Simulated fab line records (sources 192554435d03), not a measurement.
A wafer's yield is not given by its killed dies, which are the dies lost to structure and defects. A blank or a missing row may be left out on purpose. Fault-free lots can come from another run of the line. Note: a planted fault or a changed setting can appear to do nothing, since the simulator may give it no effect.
Lot-split experiment :: flow n5 finfet :: 39 wafers read across 7 lots, on a route 1938 steps long

ON THE SPLIT
At N5_DUMMY_GATE_ETCH_32 (etches SiO2 in CF4, target depth 3.5 nm, time 3.9 s), the setting time s was moved away from the recipe's 3.9 s on 18 of the 39 wafers read, by -21.1% to +17.9%. This setting was run at the recipe's value on the other wafers.

The reading is taken at the split's own step.

THE READING
etch.depth nm (the simulator's own value, which no gauge read), in nm, at N5_DUMMY_GATE_ETCH_32 (etches SiO2 in CF4, target depth 3.5 nm, time 3.9 s). There is no usual value for it anywhere in the file. The 21 wafers here that ran the recipe average 3.525 nm, standard deviation 0.076 nm.

wafer: L081.1
tool, chamber at the split: rie si-04, 3
time s as run, s: 3.9
against the recipe: recipe
etch.depth nm, nm: 3.445
against lot-mates on the recipe: -

wafer: L081.2
tool, chamber at the split: rie si-04, 0
time s as run, s: 4.325
against the recipe: +10.9%
etch.depth nm, nm: 3.94
against lot-mates on the recipe: +0.450

wafer: L081.3
tool, chamber at the split: rie si-04, 1
time s as run, s: 3.9
against the recipe: recipe
etch.depth nm, nm: 3.495
against lot-mates on the recipe: -

wafer: L081.4
tool, chamber at the split: rie si-04, 2
time s as run, s: 4.325
against the recipe: +10.9%
etch.depth nm, nm: 4.012
against lot-mates on the recipe: +0.522

wafer: L081.5
tool, chamber at the split: rie si-04, 3
time s as run, s: 4.325
against the recipe: +10.9%
etch.depth nm, nm: 3.823
against lot-mates on the recipe: +0.333

wafer: L081.6
tool, chamber at the split: rie si-04, 0
time s as run, s: 3.9
against the recipe: recipe
etch.depth nm, nm: 3.53
against lot-mates on the recipe: -

wafer: L082.1
tool, chamber at the split: rie si-04, 3
time s as run, s: 3.9
against the recipe: recipe
etch.depth nm, nm: 3.473
against lot-mates on the recipe: -

wafer: L082.2
tool, chamber at the split: rie si-04, 0
time s as run, s: 3.079
against the recipe: -21.1%
etch.depth nm, nm: 2.76
against lot-mates on the recipe: -0.771

wafer: L082.3
tool, chamber at the split: rie si-04, 2
time s as run, s: 3.079
against the recipe: -21.1%
etch.depth nm, nm: 2.848
against lot-mates on the recipe: -0.683

wafer: L082.4
tool, chamber at the split: rie si-04, 1
time s as run, s: 3.9
against the recipe: recipe
etch.depth nm, nm: 3.521
against lot-mates on the recipe: -

wafer: L082.5
tool, chamber at the split: rie si-04, 1
time s as run, s: 3.079
against the recipe: -21.1%
etch.depth nm, nm: 2.759
against lot-mates on the recipe: -0.772

wafer: L082.6
tool, chamber at the split: rie si-04, 2
time s as run, s: 3.9
against the recipe: recipe
etch.depth nm, nm: 3.6
against lot-mates on the recipe: -

wafer: L083.1
tool, chamber at the split: rie si-02, 2
time s as run, s: 4.575
against the recipe: +17.3%
etch.depth nm, nm: 3.911
against lot-mates on the recipe: +0.336

wafer: L083.2
tool, chamber at the split: rie si-02, 1
time s as run, s: 4.575
against the recipe: +17.3%
etch.depth nm, nm: 3.948
against lot-mates on the recipe: +0.373

wafer: L083.3
tool, chamber at the split: rie si-02, 0
time s as run, s: 3.9
against the recipe: recipe
etch.depth nm, nm: 3.536
against lot-mates on the recipe: -

wafer: L083.4
tool, chamber at the split: rie si-02, 3
time s as run, s: 3.9
against the recipe: recipe
etch.depth nm, nm: 3.586
against lot-mates on the recipe: -

wafer: L083.5
tool, chamber at the split: rie si-02, 3
time s as run, s: 3.9
against the recipe: recipe
etch.depth nm, nm: 3.603
against lot-mates on the recipe: -

wafer: L083.6
tool, chamber at the split: rie si-02, 0
time s as run, s: 4.575
against the recipe: +17.3%
etch.depth nm, nm: 4.109
against lot-mates on the recipe: +0.534

wafer: L084.1
tool, chamber at the split: rie si-02, 2
time s as run, s: 4.598
against the recipe: +17.9%
etch.depth nm, nm: 3.99
against lot-mates on the recipe: +0.587

wafer: L084.2
tool, chamber at the split: rie si-02, 3
time s as run, s: 4.598
against the recipe: +17.9%
etch.depth nm, nm: 4.286
against lot-mates on the recipe: +0.883

wafer: L084.3
tool, chamber at the split: rie si-02, 1
time s as run, s: 3.9
against the recipe: recipe
etch.depth nm, nm: 3.402
against lot-mates on the recipe: -

wafer: L084.4
tool, chamber at the split: rie si-02, 0
time s as run, s: 4.598
against the recipe: +17.9%
etch.depth nm, nm: 4.169
against lot-mates on the recipe: +0.766

wafer: L084.5
tool, chamber at the split: rie si-02, 2
time s as run, s: 3.9
against the recipe: recipe
etch.depth nm, nm: 3.375
against lot-mates on the recipe: -

wafer: L084.6
tool, chamber at the split: rie si-02, 1
time s as run, s: 3.9
against the recipe: recipe
etch.depth nm, nm: 3.432
against lot-mates on the recipe: -

wafer: L085.1
tool, chamber at the split: rie si-03, 2
time s as run, s: 3.9
against the recipe: recipe
etch.depth nm, nm: 3.592
against lot-mates on the recipe: -

wafer: L085.2
tool, chamber at the split: rie si-03, 3
time s as run, s: 3.9
against the recipe: recipe
etch.depth nm, nm: 3.605
against lot-mates on the recipe: -

wafer: L085.3
tool, chamber at the split: rie si-03, 1
time s as run, s: 3.379
against the recipe: -13.4%
etch.depth nm, nm: 3.02
against lot-mates on the recipe: -0.536

wafer: L085.4
tool, chamber at the split: rie si-03, 0
time s as run, s: 3.379
against the recipe: -13.4%
etch.depth nm, nm: 3.035
against lot-mates on the recipe: -0.521

wafer: L085.5
tool, chamber at the split: rie si-03, 1
time s as run, s: 3.9
against the recipe: recipe
etch.depth nm, nm: 3.472
against lot-mates on the recipe: -

wafer: L085.6
tool, chamber at the split: rie si-03, 2
time s as run, s: 3.379
against the recipe: -13.4%
etch.depth nm, nm: 3.139
against lot-mates on the recipe: -0.417

wafer: L086.1
tool, chamber at the split: rie si-03, 2
time s as run, s: 4.346
against the recipe: +11.4%
etch.depth nm, nm: 4.043
against lot-mates on the recipe: +0.445

wafer: L086.2
tool, chamber at the split: rie si-03, 1
time s as run, s: 4.346
against the recipe: +11.4%
etch.depth nm, nm: 3.9
against lot-mates on the recipe: +0.302

wafer: L086.3
tool, chamber at the split: rie si-03, 0
time s as run, s: 3.9
against the recipe: recipe
etch.depth nm, nm: 3.519
against lot-mates on the recipe: -

wafer: L086.4
tool, chamber at the split: rie si-03, 3
time s as run, s: 3.9
against the recipe: recipe
etch.depth nm, nm: 3.629
against lot-mates on the recipe: -

wafer: L086.5
tool, chamber at the split: rie si-03, 3
time s as run, s: 3.9
against the recipe: recipe
etch.depth nm, nm: 3.646
against lot-mates on the recipe: -

wafer: L086.6
tool, chamber at the split: rie si-03, 0
time s as run, s: 4.346
against the recipe: +11.4%
etch.depth nm, nm: 3.912
against lot-mates on the recipe: +0.314

wafer: L087.1
tool, chamber at the split: rie si-03, 1
time s as run, s: 3.9
against the recipe: recipe
etch.depth nm, nm: 3.45
against lot-mates on the recipe: -

wafer: L087.2
tool, chamber at the split: rie si-03, 2
time s as run, s: 3.9
against the recipe: recipe
etch.depth nm, nm: 3.58
against lot-mates on the recipe: -

wafer: L087.5
tool, chamber at the split: rie si-03, 0
time s as run, s: 3.9
against the recipe: recipe
etch.depth nm, nm: 3.528
against lot-mates on the recipe: -

THE FIT
A straight line over all 39 wafers: etch.depth nm changes by +0.0337 nm for each +1% of time s; r = +0.97; the points scatter about the line by 0.088 nm.
The same after taking each lot's own level away (the mean of its wafers on the recipe; 39 wafers): +0.0346 nm for each +1%; r = +0.97; scatter 0.093 nm.
The reading moves by 0.73 nm for the largest change in time s, on that fit.
The lots' own levels span 3.4030 to 3.5980 nm, that is 2.6 times the standard deviation above.
Hence the lot-to-lot level has little effect on the slope; both slopes agree.
Check: for one of the wafers moved furthest among these (-21.1%), held out of the fit, the line's prediction against its lot-mates is -0.73 nm. It came out at -0.771 nm against them.

THE OTHER SPLITS THESE WAFERS WENT THROUGH
Note: prior to the reading, these wafers also went through further splits. Each is held against what the fit with the lots' levels taken away leaves over:
other split on the same wafers: N5_WELL_APT_EXPOSE_05 dose mj
wafers away from the commonest value: 12
r with etch.depth nm (lot level and that fit taken away): +0.04

FILE'S OWN FIT
etch.depth nm changes by +0.0345 nm for each +1% of time s, r = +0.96.
